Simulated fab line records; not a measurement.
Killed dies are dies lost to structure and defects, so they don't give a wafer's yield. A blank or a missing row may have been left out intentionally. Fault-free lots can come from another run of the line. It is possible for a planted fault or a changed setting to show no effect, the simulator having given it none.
Chamber matching || flow nand_harc || NHARC_A_CONTACT_DEP_29 on pecvd-04 has 3 sister chambers
The step deposits SiON, target thk 70 nm. 16 wafers are shown with their chamber, then 8 later ones without.

## EACH WAFER AND ITS CHAMBER
{"wafer": "L077.2", "chamber": 1, "heater_power_w (W)": 821, "susceptor_temp_C (C)": 399.94}
{"wafer": "L077.4", "chamber": 2, "heater_power_w (W)": 819, "susceptor_temp_C (C)": 399.76}
{"wafer": "L077.6", "chamber": 1, "heater_power_w (W)": 817, "susceptor_temp_C (C)": 399.67}
{"wafer": "L081.2", "chamber": 1, "heater_power_w (W)": 904, "susceptor_temp_C (C)": 400.03}
{"wafer": "L081.5", "chamber": 2, "heater_power_w (W)": 895, "susceptor_temp_C (C)": 400.29}
{"wafer": "L081.6", "chamber": 1, "heater_power_w (W)": 922, "susceptor_temp_C (C)": 399.90}
{"wafer": "L088.3", "chamber": 1, "heater_power_w (W)": 866, "susceptor_temp_C (C)": 400.00}
{"wafer": "L088.5", "chamber": 0, "heater_power_w (W)": 746, "susceptor_temp_C (C)": 400.19}
{"wafer": "L088.6", "chamber": 1, "heater_power_w (W)": 862, "susceptor_temp_C (C)": 400.12}
{"wafer": "L086.1", "chamber": 1, "heater_power_w (W)": 884, "susceptor_temp_C (C)": 400.31}
{"wafer": "L086.2", "chamber": 2, "heater_power_w (W)": 899, "susceptor_temp_C (C)": 400.12}
{"wafer": "L086.3", "chamber": 0, "heater_power_w (W)": 833, "susceptor_temp_C (C)": 400.28}
{"wafer": "L085.4", "chamber": 2, "heater_power_w (W)": 864, "susceptor_temp_C (C)": 400.17}
{"wafer": "L085.5", "chamber": 0, "heater_power_w (W)": 768, "susceptor_temp_C (C)": 399.74}
{"wafer": "L085.6", "chamber": 1, "heater_power_w (W)": 854, "susceptor_temp_C (C)": 399.98}
{"wafer": "L091.1", "chamber": 0, "heater_power_w (W)": 798, "susceptor_temp_C (C)": 400.03}

SIGNATURES (means of the wafers above)
{"reading": "heater_power_w", "chamber 0": 786.25, "chamber 1": 866.25, "chamber 2": 869.25, "scatter within a chamber": 37.1}
{"reading": "susceptor_temp_C", "chamber 0": 400.0600, "chamber 1": 399.9937, "chamber 2": 400.0850, "scatter within a chamber": 0.207}
Rule: distance of a wafer from a chamber = root of the sum over the readings of ((wafer's reading minus chamber's mean) / reading's scatter) squared. If the next closest chamber is less than 2 further off than the closest, the wafer can't be placed; otherwise it belongs to the closest. The scatter: the root of (the sum of the squares of (reading less its chamber's mean) over the shown wafers, divided by (wafers less chambers)).

## WAFERS WHOSE CHAMBER IS MISSING
{"wafer": "L091.3", "heater_power_w (W)": 908, "susceptor_temp_C (C)": 399.80}
{"wafer": "L091.5", "heater_power_w (W)": 901, "susceptor_temp_C (C)": 399.81}
{"wafer": "L089.1", "heater_power_w (W)": 913, "susceptor_temp_C (C)": 399.84}
{"wafer": "L089.3", "heater_power_w (W)": 853, "susceptor_temp_C (C)": 400.59}
{"wafer": "L089.6", "heater_power_w (W)": 865, "susceptor_temp_C (C)": 400.49}
{"wafer": "L096.2", "heater_power_w (W)": 778, "susceptor_temp_C (C)": 400.00}
{"wafer": "L096.3", "heater_power_w (W)": 821, "susceptor_temp_C (C)": 400.64}
{"wafer": "L096.4", "heater_power_w (W)": 800, "susceptor_temp_C (C)": 400.12}

## WHICH CHAMBER EACH WENT THROUGH
{"wafer": "L091.3", "from the rows above": "can't be placed: 1 or 2", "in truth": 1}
{"wafer": "L091.5", "from the rows above": "can't be placed: 1 or 2", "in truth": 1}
{"wafer": "L089.1", "from the rows above": "can't be placed: 1 or 2", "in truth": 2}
{"wafer": "L089.3", "from the rows above": "can't be placed: 2 or 1 or 0", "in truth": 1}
{"wafer": "L089.6", "from the rows above": "can't be placed: 2 or 1 or 0", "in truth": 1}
{"wafer": "L096.2", "from the rows above": 0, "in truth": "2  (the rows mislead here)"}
{"wafer": "L096.3", "from the rows above": "can't be placed: 0 or 2 or 1", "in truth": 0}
{"wafer": "L096.4", "from the rows above": "can't be placed: 0 or 2 or 1", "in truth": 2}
0 of 8 placed correctly. Not placeable from these rows: 7 (in 7, the candidates include the true chamber). 1 placed wrongly.
